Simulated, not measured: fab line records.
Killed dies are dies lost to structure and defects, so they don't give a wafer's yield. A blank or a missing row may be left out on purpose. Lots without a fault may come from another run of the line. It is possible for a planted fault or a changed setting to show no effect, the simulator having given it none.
fab line records	flow n5-finfet
record lots=6	wafers=18	last-day=21
route steps=1938 shown SD_EPI_P@309 SD_ACTIVATION@330 BEOL_M4@1111 PASSIVATION@1936
lots with no fault: from the same line, run without faults
start-h: start of the lot's first displayed wafer, in hours after the record's first day	wait-h: how many hours have passed since the lot's step before this one	" identical to the entry in the row above	L1.1+2: a single row standing in for several wafers	- no value, or no start given	* or withheld: withheld	< > ~ a bound
route shown NAME@n: a module of which the file shows steps, and the number in the route of the first	usual: the fault-free wafers' mean and standard deviation	same: alike in all rows	chamber/n: place in a boat	sites: each site's reading	_std_site: how widely they spread, as a standard deviation	_edge_site: outer sites' mean less inner sites'	radius-mm: for every site, how far away it sits from the centre of the wafer	mask NAME#n: copy n	behind: tool/chamber where the wafer was last shaped	hold: what put the lot on hold/how long, in hours/how the hold closed	device: transistor that didn't switch, given as n, p or np	end of line: tests run on the same wafers once the route is complete	a step with no rows: only its recipe	killed: at the first sort, the dies lost to defects and structure; wafer yield is something else	map: a wafer's dies, x killed, . not, _ none there
set.NAME: the setting that was run; set.NAME@STEP: the one run at that earlier step	model.NAME: the simulator's own value behind a step, which no gauge read
lots seen at some steps along the route; tables by step, rows by wafer
services: a tool's chamber out of use, with start hour (start-h, from the record's first day; less than 0 if before it), hours out, and reason
## steps
# step N5_SD_EPI_P_STRIP_38
# recipe chemistry=N2/H2	temp-c=40	n2-flow-sccm=200	h2-flow-sccm=200	rf-frequency-hz=6e+07
# step N5_SD_EPI_P_ETCHBACK_46
# recipe chemistry=CH3F/O2	mode=anisotropic-etchback	target=SiNx	target-depth-a=175	stop-on=SiO2	over-etch-frac=0.3	ion-energy-ev=120	pressure-mtorr=30	source-w=395	bias-w=73	Ar_flow_sccm=150	CH3F_flow_sccm=30	O2_flow_sccm=20
# usual CH3F_flow_sccm=30.00/0.091	drypump-motor-current-A=5.7/0.38	oes-product-au=0.65/0.054	rf-fwd-power-W=393.1/1.1	rf-vpp-V=297/8	showerhead-plenum-p-Torr=2.00/0.071	throttle-valve-pct=16.4/0.32
lot.wafer	tool	chamber	start-h	wait-h	CH3F_flow_sccm	drypump-motor-current-A	oes-product-au	rf-fwd-power-W	rf-hours-counter-h	rf-vpp-V	showerhead-plenum-p-Torr	throttle-valve-pct
L233.1	rie-diel-06	2	70.77	0.0	29.81	5.8	0.65	392.4	139	296	2.10	16.0
L233.4	"	3	"	"	29.86	5.4	0.58	393.9	227	304	1.90	16.9
L233.5	"	3	"	"	29.99	5.4	0.59	391.0	-	306	1.90	16.9
L238.2	rie-diel-06	2	105.22	0.0	29.94	5.8	0.65	392.6	143	295	2.10	16.0
L238.4	"	0	"	"	30.10	5.7	0.60	392.6	239	308	1.98	16.4
L238.5	"	3	"	"	30.04	5.4	0.59	394.4	-	305	1.90	16.9
L246.1	rie-diel-06	0	150.91	0.0	29.93	5.7	0.60	394.2	249	305	1.98	16.4
L246.4	"	1	"	"	29.95	5.7	0.68	392.4	119	295	1.96	16.9
L246.5	"	2	"	"	29.98	5.8	0.64	390.1	-	297	2.09	16.0
L247.1	rie-diel-03	0	155.89	0.0	30.05	5.3	0.58	394.5	234	278	1.97	16.7
L247.2	"	3	"	"	30.00	6.5	0.66	395.2	120	299	2.04	16.4
L247.5	"	0	"	"	29.94	5.3	0.57	393.8	-	279	1.97	16.7
L250.2	rie-diel-03	0	176.93	0.0	30.10	5.2	0.58	394.8	242	277	1.96	16.7
L250.5	"	3	"	"	30.06	6.5	0.66	393.6	-	300	2.03	16.4
L250.6	"	0	"	"	30.08	5.2	0.58	393.9	-	278	1.97	16.7
L253.1	rie-diel-02	2	194.67	0.0	29.89	5.8	0.61	393.3	190	307	1.91	16.7
L253.4	"	0	"	"	30.07	5.8	0.70	393.3	73	294	1.96	16.4
L253.5	"	0	"	"	30.00	5.8	0.71	393.7	-	293	1.96	16.4
# step N5_SD_EPI_P_ETCH_47
# recipe chemistry=CH3F/O2	target=SiOCN	target-depth-a=250	mask-material=SOC	ion-energy-ev=60	bias-w=29	pressure-mtorr=30	source-w=410	Ar_flow_sccm=150	CH3F_flow_sccm=30	O2_flow_sccm=20
# usual CH3F_flow_sccm=30.01/0.096	drypump-motor-current-A=5.7/0.38	oes-product-au=0.75/0.065	rf-fwd-power-W=408.2/1.4	rf-vpp-V=127/3.4	showerhead-plenum-p-Torr=2.00/0.071	throttle-valve-pct=16.4/0.32
lot.wafer	tool	chamber	start-h	wait-h	CH3F_flow_sccm	drypump-motor-current-A	oes-product-au	rf-fwd-power-W	rf-hours-counter-h	rf-vpp-V	showerhead-plenum-p-Torr	throttle-valve-pct
L233.1	rie-diel-06	2	70.87	0.1	30.00	5.8	0.75	407.3	139	126	2.10	16.0
L233.4	"	3	"	"	30.00	5.4	0.69	409.5	227	131	1.90	16.9
L233.5	"	3	"	"	30.06	5.3	0.69	409.0	-	129	1.90	16.9
L238.2	rie-diel-06	2	105.32	0.1	29.99	5.8	0.73	408.8	143	126	2.10	16.0
L238.4	"	0	"	"	30.03	5.7	0.69	406.0	239	130	1.98	16.4
L238.5	"	3	"	"	30.06	5.3	0.69	407.6	-	131	1.90	16.9
L246.1	rie-diel-06	0	151.01	0.1	29.97	5.7	0.69	410.1	249	131	1.98	16.4
L246.4	"	1	"	"	29.94	5.6	0.80	406.3	119	127	1.96	16.8
L246.5	"	2	"	"	29.95	5.8	0.74	407.9	-	127	2.09	16.0
L247.1	rie-diel-03	0	155.99	0.1	30.06	5.2	0.67	409.2	234	120	1.97	16.7
L247.2	"	3	"	"	30.07	6.5	0.75	409.7	120	129	2.04	16.4
L247.5	"	0	"	"	29.95	5.2	0.67	409.2	-	118	1.97	16.7
L250.2	rie-diel-03	0	177.03	0.1	29.79	5.2	0.67	409.7	242	121	1.97	16.7
L250.5	"	3	"	"	30.12	6.5	0.75	406.1	-	129	2.04	16.4
L250.6	"	0	"	"	29.86	5.2	0.67	408.8	-	121	1.97	16.7
L253.1	rie-diel-02	2	194.77	0.1	30.03	5.8	0.70	407.6	190	133	1.91	16.7
L253.4	"	0	"	"	30.04	5.8	0.83	407.1	73	126	1.96	16.4
L253.5	"	0	"	"	29.99	5.8	0.84	406.2	-	127	1.96	16.4
# step N5_SD_EPI_P_ETCH_16
# recipe chemistry=CHF3/O2	target=SiO2	target-depth-a=50	mask-material=SOC	pressure-mtorr=30	source-w=650	bias-w=170	Ar_flow_sccm=200	CHF3_flow_sccm=50	O2_flow_sccm=5	ion-energy-ev=200
# usual drypump-motor-current-A=5.7/0.38	oes-product-au=0.75/0.064	rf-fwd-power-W=643.4/2.6	rf-vpp-V=523/14	showerhead-plenum-p-Torr=2.41/0.084	throttle-valve-pct=19.0/0.34
lot.wafer	tool	chamber	start-h	wait-h	drypump-motor-current-A	oes-product-au	rf-fwd-power-W	rf-hours-counter-h	rf-vpp-V	showerhead-plenum-p-Torr	throttle-valve-pct
L233.1	rie-diel-06	2	70.97	0.1	5.8	0.75	639.9	139	520	2.53	18.5
L233.4	"	3	"	"	5.4	0.69	643.0	227	537	2.29	19.4
L233.5	"	3	"	"	5.4	0.70	641.9	-	537	2.29	19.4
L238.2	rie-diel-06	2	105.42	0.1	5.8	0.74	641.3	143	520	2.52	18.5
L238.4	"	0	"	"	5.7	0.70	645.1	239	537	2.38	18.9
L238.5	"	3	"	"	5.4	0.69	641.0	-	538	2.29	19.4
L246.1	rie-diel-06	0	151.11	0.1	5.7	0.69	642.5	249	538	2.38	18.9
L246.4	"	1	"	"	5.7	0.80	639.5	119	522	2.36	19.4
L246.5	"	2	"	"	5.8	0.75	647.4	-	520	2.52	18.6
L247.1	rie-diel-03	0	156.09	0.1	5.3	0.67	641.2	234	489	2.37	19.3
L247.2	"	3	"	"	6.5	0.74	645.7	120	529	2.45	18.9
L247.5	"	0	"	"	5.3	0.67	639.9	-	488	2.37	19.2
L250.2	rie-diel-03	0	177.13	0.1	5.3	0.67	640.8	242	488	2.37	19.3
L250.5	"	3	"	"	6.5	0.75	643.2	-	527	2.45	18.9
L250.6	"	0	"	"	5.3	0.67	641.6	-	489	2.37	19.3
L253.1	rie-diel-02	2	194.87	0.1	5.8	0.69	641.6	190	542	2.31	19.3
L253.4	"	0	"	"	5.8	0.82	650.0	73	519	2.38	19.1
L253.5	"	0	"	"	5.8	0.83	648.4	-	517	2.38	19.1
# step N5_SD_EPI_P_STRIP_50
# recipe chemistry=CHF3/O2	resist=SiARC	rf-frequency-hz=6e+07
# step N5_SD_EPI_P_SD_RECESS_17
# recipe chemistry=HBr/Cl2/O2	target-depth-a=391	bt-time-s=3	pressure-mtorr=10	icp-w=800	bias-w=112	HBr_flow_sccm=150	Cl2_flow_sccm=80	O2_flow_sccm=12
# step N5_SD_EPI_P_WET_ETCH_45
# recipe chemistry=dHF	dilution=withheld	time-s=10.7	target=SiO2	target-depth-a=20	temp-c=25	dry=ipa-marangoni	rinse-time-s=30	rinse-temp-c=23
# step N5_SD_EPI_P_STRIP_40
# recipe chemistry=N2/H2	power-w=1000	temp-c=250	h2-frac=0.65	overash-fraction=0.3	pressure-mtorr=withheld	n2-flow-sccm=1750	h2-flow-sccm=3250
# usual drypump-motor-current-A=6.0/0.3	heater-power-w=310/14	oes-product-au=0.761/0.01
lot.wafer	tool	chamber	start-h	wait-h	drypump-motor-current-A	heater-power-w	oes-product-au	rf-hours-counter-h
L233.1	plasma-asher-01	1	71.21	0.0	5.7	328	0.757	61
L233.4	"	1	"	"	5.7	335	0.768	-
L233.5	"	0	"	"	6.3	299	0.751	-
L238.2	plasma-asher-01	0	105.63	0.0	6.2	303	0.762	67
L238.4	"	1	"	"	5.7	331	0.789	-
L238.5	"	0	"	"	6.2	304	0.742	-
L246.1	plasma-asher-02	1	151.33	0.0	6.4	311	0.764	67
L246.4	"	1	"	"	6.4	314	0.755	-
L246.5	"	1	"	"	6.4	316	0.752	-
L247.1	plasma-asher-02	0	156.31	0.0	5.8	295	0.749	69
L247.2	"	1	"	"	6.4	315	0.763	69
L247.5	"	1	"	"	6.4	312	0.745	-
L250.2	plasma-asher-02	1	177.34	0.0	6.4	319	0.757	73
L250.5	"	0	"	"	5.7	303	0.772	-
L250.6	"	1	"	"	6.4	312	0.754	-
L253.1	plasma-asher-01	1	195.08	0.0	5.7	333	0.755	87
L253.4	"	0	"	"	6.2	304	0.754	-
L253.5	"	1	"	"	5.7	331	0.748	-
# step N5_SD_EPI_P_PRECLEAN_52
# recipe chemistry=O3/DIW	time-s=60	temp-c=22	o3-ppm=10
# step N5_SD_EPI_P_SRD_20
# recipe dry=ipa-marangoni	do-ppb=5	time-s=30	temp-c=23	rinse-liquid=diw
# step N5_SD_EPI_P_PRECLEAN_51
# recipe chemistry=NF3:NH3	afs-cycles=1	temp-c=30	time-s=20	sublimation-temp-c=180	sublimation-time-s=60	pressure-torr=3	rf-power-w=30
# step N5_SD_EPI_P_VAPOR_ETCH_44
# recipe chemistry=NF3/Ar	target=SiGe30	temp-c=25	time-s=3.3	mode=isotropic
# step N5_SD_EPI_P_EPI_21
# recipe material=SiGe:B	dopant=B	temp-c=550	pressure-torr=20	ambient=H2	time-s=355
lot.wafer	tool	chamber	start-h	wait-h
L233.1+4+5	epi-rpcvd-02	0	71.73	0.1
L238.2+4+5	epi-rpcvd-04	0	106.51	0.5
L246.1+4+5	epi-rpcvd-04	0	151.85	0.1
L247.1+2+5	epi-rpcvd-04	0	156.82	0.1
L250.2+5+6	epi-rpcvd-01	0	178.46	0.6
L253.1+4+5	epi-rpcvd-01	0	195.60	0.1
# step N5_SD_EPI_P_EPI_MEAS_23
# recipe mode=xrd
# usual thk-nm=61.1/1.2
lot.wafer	tool	chamber	start-h	wait-h	thk-nm
L233.1	film-metro-02	-	73.92	1.8	62.8
L233.4	"	-	"	"	59.9
L233.5	"	-	"	"	60.5
L238.2	film-metro-01	-	108.35	1.5	60.0
L238.4	"	-	"	"	62.1
L238.5	"	-	"	"	61.5
L246.1	film-metro-01	-	154.07	1.9	60.5
L246.4	"	-	"	"	59.1
L246.5	"	-	"	"	60.1
L247.1	film-metro-02	-	159.02	1.8	62.2
L247.2	"	-	"	"	63.7
L247.5	"	-	"	"	59.4
L250.2	film-metro-02	-	180.90	2.0	59.8
L250.5	"	-	"	"	60.6
L250.6	"	-	"	"	61.6
L253.1	film-metro-02	-	197.79	1.8	59.9
L253.4	"	-	"	"	60.8
L253.5	"	-	"	"	59.8
# step N5_SD_EPI_P_HM_STRIP_48
# recipe chemistry=H3PO4	temp-c=160	material=SiNx	target=SiNx	target-depth-a=30	overetch-fraction=0.3
# step N5_SD_EPI_P_SRD_49
# recipe dry=ipa-marangoni	time-s=30	temp-c=23	rinse-liquid=diw
# step N5_SD_EPI_P_PRECLEAN_24
# recipe chemistry=O3/DIW	time-s=45	temp-c=22	o3-ppm=10
# step N5_SD_EPI_P_PRECLEAN_32
# recipe chemistry=dHF	time-s=10	dilution=500:1	temp-c=25
# step N5_SD_EPI_P_PRECLEAN_33
# recipe chemistry=SC2	time-s=45	temp-c=35	mix=1:1:50
# step N5_SD_EPI_P_SRD_25
# recipe time-s=30	temp-c=23	rinse-liquid=diw	dry=ipa-marangoni
# step N5_SD_EPI_P_INSPECT_26
# recipe inspect-instrument=darkfield	mode=post-epi
# usual raw-defect-count=177/42
lot.wafer	tool	chamber	start-h	wait-h	raw-defect-count
L233.1	defect-inspect-02	-	74.10	0.0	124
L233.4	"	-	"	"	172
L233.5	"	-	"	"	116
L238.2	defect-inspect-02	-	108.52	0.0	197
L238.4	"	-	"	"	206
L238.5	"	-	"	"	230
L246.1	defect-inspect-01	-	154.24	0.0	1547
L246.4	"	-	"	"	1496
L246.5	"	-	"	"	1541
L247.1	defect-inspect-01	-	159.19	0.0	1492
L247.2	"	-	"	"	1553
L247.5	"	-	"	"	1489
L250.2	defect-inspect-01	-	181.07	0.0	312
L250.5	"	-	"	"	222
L250.6	"	-	"	"	212
L253.1	defect-inspect-01	-	197.97	0.0	177
L253.4	"	-	"	"	167
L253.5	"	-	"	"	164
# step N5_SD_ACTIVATION_RTA_00
# recipe temp-c=975	time-s=0	ambient=N2	idle-temp-c=600	ramp-up-c-per-s=150	ramp-down-c-per-s=60	cool-to-c=600
# usual lamp-power-pct=8.95/0.052	wafer_temp_C_max=974.7/1.8
lot.wafer	tool	chamber	start-h	wait-h	lamp-power-pct	wafer_temp_C_max
L233.1	rtp-anneal-02	0	74.13	0.0	8.90	974.6
L233.4	"	0	"	"	9.02	976.0
L233.5	"	0	"	"	8.96	973.0
L238.2	rtp-anneal-02	0	108.62	0.1	9.04	972.6
L238.4	"	0	"	"	8.85	974.0
L238.5	"	0	"	"	8.92	974.9
L246.1	rtp-anneal-01	0	154.35	0.1	9.01	972.5
L246.4	"	0	"	"	8.92	973.7
L246.5	"	0	"	"	9.01	976.1
L247.1	rtp-anneal-01	0	159.22	0.0	8.92	977.9
L247.2	"	0	"	"	8.99	977.7
L247.5	"	0	"	"	8.86	974.0
L250.2	rtp-anneal-01	0	181.13	0.1	8.90	971.5
L250.5	"	0	"	"	8.89	974.3
L250.6	"	0	"	"	8.92	975.1
L253.1	rtp-anneal-01	0	198.10	0.1	9.02	973.0
L253.4	"	0	"	"	8.92	974.6
L253.5	"	0	"	"	8.96	975.7
# step N5_BEOL_M4_RC_MEAS_101
# usual DIBL_N=37.7/2	DIBL_P=37.7/2.3	IOFF_N=0.18/0.039	IOFF_P=0.23/0.042	ION_N=681/12	ION_P=463/8	SS_N=71.9/0.68	SS_P=73.6/0.71	VT_N=248/3.2	VT_P=-249/3.1
lot.wafer	tool	chamber	start-h	wait-h	DIBL_N[mV/V]	DIBL_P[mV/V]	IOFF_N[nA/um]	IOFF_P[nA/um]	ION_N[uA/um]	ION_P[uA/um]	SS_N[mV/dec]	SS_P[mV/dec]	VT_N[mV]	VT_P[mV]
L233.1	prober-02	0	276.54	0.0	36.3	35.9	0.14	0.19	672	461	71.8	72.8	250	-253
L233.4	"	0	"	"	39.9	39.0	0.21	0.22	679	451	72.2	73.2	248	-250
L233.5	"	0	"	"	39.6	38.8	0.22	0.21	685	454	72.5	73.6	245	-251
L238.2	prober-02	0	307.14	0.2	35.6	37.0	0.15	0.21	677	465	72.3	73.8	253	-251
L238.4	"	0	"	"	41.6	42.8	0.27	0.31	699	465	73.3	75.9	245	-246
L238.5	"	0	"	"	37.2	36.3	0.17	0.19	672	456	71.5	74.2	251	-253
L247.1	prober-02	0	348.45	0.0	38.2	37.3	0.19	0.25	676	461	72.1	74.2	248	-250
L247.2	"	0	"	"	37.6	35.4	0.19	0.23	685	471	71.3	73.7	245	-247
L247.5	"	0	"	"	38.9	38.7	0.21	0.27	683	467	72.3	74.1	247	-248
L246.1	prober-02	0	358.09	0.0	38.6	40.4	0.19	0.24	691	463	72.3	74.5	250	-251
L246.4	"	0	"	"	37.7	39.5	0.18	0.22	686	462	71.9	73.5	245	-251
L246.5	"	0	"	"	36.3	36.7	0.15	0.20	661	452	71.0	72.9	252	-253
L250.2	prober-01	0	385.83	0.2	37.6	39.6	0.18	0.20	680	455	72.9	73.5	246	-252
L250.5	"	0	"	"	37.9	40.1	0.19	0.23	671	456	71.9	73.6	248	-251
L250.6	"	0	"	"	34.7	35.6	0.13	0.16	676	458	71.4	72.9	249	-257
L253.1	prober-02	0	402.27	0.0	38.4	37.0	0.23	0.25	706	471	72.1	73.2	241	-246
L253.4	"	0	"	"	37.0	34.9	0.16	0.21	663	455	71.9	72.4	251	-247
L253.5	"	0	"	"	38.9	39.3	0.24	0.29	705	475	72.5	75.0	241	-245
# step N5_PASSIVATION_PROBE_49
# usual defect-limited-yield=91.1/1.4	killed_at_M0_to_M3=34/9.6	killed_at_M4_up=15/5.3	killed-at-contacts=12/6.1	killed-at-front-end=40/11	killed-at-other=3.5/2.8	killed-dies=105/17	killed-on-rim=14/4.3	killed-open=70/12	killed-short=34/7.7	sort_bin_4_leakage=0.01/0.07	sort_bin_5_function=5.2/0.97	sort_bin_6_memory=3.4/0.62	sort-n-pass=1075/17	sort-yield-pct=91.1/1.4
# same gross-dies=1180	killed-at-back-side=0	sort_bin_8_speed[%]=0
lot.wafer	tool	chamber	start-h	wait-h	defect-limited-yield[%]	killed_at_M0_to_M3	killed_at_M4_up	killed-at-contacts	killed-at-front-end	killed-at-other	killed-dies	killed-on-rim	killed-open	killed-short	sort_bin_4_leakage[%]	sort_bin_5_function[%]	sort_bin_6_memory[%]	sort-n-pass	sort-yield-pct[%]
L247.1	prober-02	-	449.85	0.0	83.3	32	11	12	138	4	197	39	66	38	0	8.1	4.6	983	83.3
L247.2	prober-02	-	449.90	0.1	85.7	18	13	7	128	3	169	32	71	24	0	7.5	4.0	1011	85.7
L247.5	prober-02	-	450.05	0.2	83.3	34	11	3	145	4	197	42	63	37	0	7.9	4.5	983	83.3
L246.1	prober-01	-	456.93	0.0	86.9	28	15	5	106	1	155	35	44	20	0	6.4	2.7	1025	86.9
L246.4	prober-01	-	457.08	0.2	85.9	27	12	12	111	4	166	32	65	21	0	8.5	3.1	1014	85.9
L246.5	prober-01	-	457.13	0.2	84.1	23	15	7	141	2	188	31	62	33	0	8.7	3.1	992	84.1
# killed by level:class
L247.1 SD_EPI_P:unspecified=77 HKMG_FIN:area-etch=15 FIN_SAQP:geometric-particle:short=12 FIN_SAQP:geometric-particle:open=12 MOL_CONTACT_COAG:geometric-particle:open=10 STI_FIN_REVEAL:geometric-particle:open=9 BEOL_M3:geometric-particle:open=9 BEOL_M2:geometric-particle:open=7
L247.2 SD_EPI_P:unspecified=74 STI_FIN_REVEAL:geometric-particle:open=18 FIN_SAQP:geometric-particle:open=15 MOL_CONTACT_COAG:geometric-particle:open=6 STARTING-WAFER:geometric-particle:short=6 FIN_SAQP:geometric-particle:short=5 STI_FIN_REVEAL:geometric-particle:short=4 DUMMY_GATE:geometric-particle:open=4
L247.5 SD_EPI_P:unspecified=80 HKMG_FIN:area-etch=16 FIN_SAQP:geometric-particle:open=12 FIN_SAQP:geometric-particle:short=11 BEOL_M0_SAQP:geometric-particle:short=7 BEOL_M1:geometric-particle:open=7 ILD0:geometric-particle:open=6 BEOL_M2:geometric-particle:open=6
L246.1 SD_EPI_P:unspecified=78 HKMG_FIN:area-etch=13 BEOL_M2:geometric-particle:open=9 BEOL_M0_SAQP:geometric-particle:short=8 BEOL_M0_SAQP:geometric-particle:open=6 MOL_CONTACT_COAG:geometric-particle:open=5 BEOL_M4:geometric-particle:open=4 DUMMY_GATE:geometric-particle:open=3
L246.4 SD_EPI_P:unspecified=80 MOL_CONTACT_COAG:geometric-particle:open=10 DUMMY_GATE:geometric-particle:open=8 BEOL_M2:geometric-particle:open=8 STI_FIN_REVEAL:geometric-particle:open=6 BEOL_M0_SAQP:geometric-particle:short=6 BEOL_M3:geometric-particle:open=6 STARTING-WAFER:geometric-particle:open=4
L246.5 SD_EPI_P:unspecified=80 DUMMY_GATE:geometric-particle:open=12 HKMG_FIN:area-etch=12 STI_FIN_REVEAL:geometric-particle:open=11 BEOL_M4:geometric-particle:open=8 FIN_SAQP:geometric-particle:short=7 MOL_CONTACT_COAG:geometric-particle:open=5 BEOL_M0_SAQP:geometric-particle:short=5
# map L246.5 (x killed, . not)
_________________.....x......________________
______________x................._____________
___________....x........x..........__________
__________.....x...x....x..........x_________
________....x......x.................._______
_______..x........................x....______
______............x....x........x......x_____
_____..x.............xx...............x..____
____...x.x.x.............x...x....x.......___
___.x...x................x.....x.....x.....__
___...x.......x...........xx..........x....__
__....x...................x......x...x...x.._
__.x.......x..................x..x.........._
_x.....x......................x..............
_.........x........x.............x...........
_..x.....x..x.......x.x..x................x.x
_............x.......x...x..............x...x
_...............x............................
_.........................x..........x.......
_..x......................x.......x..x.......
_........x.....xx....x..x........x.....x..x..
__.x..x..................x.................._
__x......x......................x...x......._
___......x..x...x..x.......x.......x...x.x.__
___....x....x.x...x........................__
____x..........x.......x..................___
_____....xx..x.xx............xx.........x____
______.x...xxxxxxx.xx..x................_____
_______...xxxxxxxxxxx.....x............______
________..xxxxxxxxxxxxxx.............._______
__________xxxxxxxxxxxxx..........x.._________
___________xxxxxxxxxxx.............__________
______________xxxxxxxxx.....x..._____________
_________________xxxxxx.....x________________
# map L247.1 (x killed, . not)
_________________x...........________________
______________.......x.........x_____________
___________.........x..............__________
__________............x......x...x.._________
________xxxx....xx...........x........_______
_______.........x...........xx.........______
______...xx.....x......................._____
_____..........x....x.................x..____
____.x........x...........x...........x..x___
___....x...................x...x.x....x.x.x__
___.......................................x__
__....xx.....xx..................x.....x.x.._
__.....x......x............................._
_..x...............x.........................
_.....................x............x...xx....
_.x.....................x.............x......
_x.......x....x......................x.......
_..x................x........................
_.....................................x..x..x
_..x.........x......x....x.............x.....
_...........x.............x...............x..
__.....x.......xx................x.x........_
__...........................x........x....._
___..x....x.x....x.........................__
___....x.......x..........x.....x......x..x__
____.........xx....x..........x.x........x___
_____.......x.x.x...x.x.....x.x..xx.....x____
______...x.x.xxxxx..xx......x......x.x.x_____
_______..xxxxxxxxxxxx.x...x.......x....______
________xxxxxxxxxxxxxx........x....xx._______
__________xxxxxxxxxxxxx.......xx...._________
___________xxxxxxxxxxxx..x.........__________
______________xxxxxxxxxx...x..x._____________
_________________xxxxxxx.x...________________
## services
tool	chamber	start-h	hours	kind
rie-diel-02	-	48.24	1.3	repair
rie-diel-02	1	82.56	4.2	repair
rie-diel-06	-	82.88	0.7	repair
rie-diel-03	2	118.77	6.3	repair
epi-rpcvd-04	-	124.46	0.9	repair
epi-rpcvd-04	-	141.06	0.3	repair
rie-diel-06	0	152.53	-	clean
rie-diel-06	0	152.53	-	consumable-replace:focus-ring
rie-diel-06	0	152.53	21.1	scheduled-down
rie-diel-06	0	152.53	21.1	vent-cycle
rtp-anneal-01	-	179.09	1.0	pm
rie-diel-06	3	179.10	4.1	repair
rie-diel-06	3	183.24	-	clean
rie-diel-06	3	183.24	-	consumable-replace:focus-ring
rie-diel-06	3	183.24	-	consumable-replace:showerhead
rie-diel-06	3	183.24	21.2	scheduled-down
rie-diel-06	3	183.24	21.2	vent-cycle
epi-rpcvd-02	-	189.61	2.8	pm
## key
first-sign step=N5_SD_EPI_P_INSPECT_26	reading=raw-defect-count	direction=up	sigmas=32	usual=177	struck=1520
effect step=N5_PASSIVATION_PROBE_49	reading=killed-at-front-end	direction=up	sigmas=8.2	usual=40	struck=128
more-kills-born-at N5_SD_EPI_P_EPI_21@epi-rpcvd-04=469
met-at N5_SD_EPI_P_EPI_21
struck-wafers L246.1,L246.4,L246.5,L247.1,L247.2,L247.5
baseline-loss step=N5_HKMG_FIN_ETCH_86	wafers=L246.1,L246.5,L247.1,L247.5
onset-between 106.51 151.85
fault kind=chamber-particle-source	tool=epi-rpcvd-04	chamber=-	onset-h=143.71	steps=N5_SD_EPI_P_EPI_21	rate-per-visit-cm2=2.1486	end-h=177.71
# baseline-loss: these wafers lose ten dies or more at that step, a loss of the line's own and not of a fault; the sort's usual values leave them out
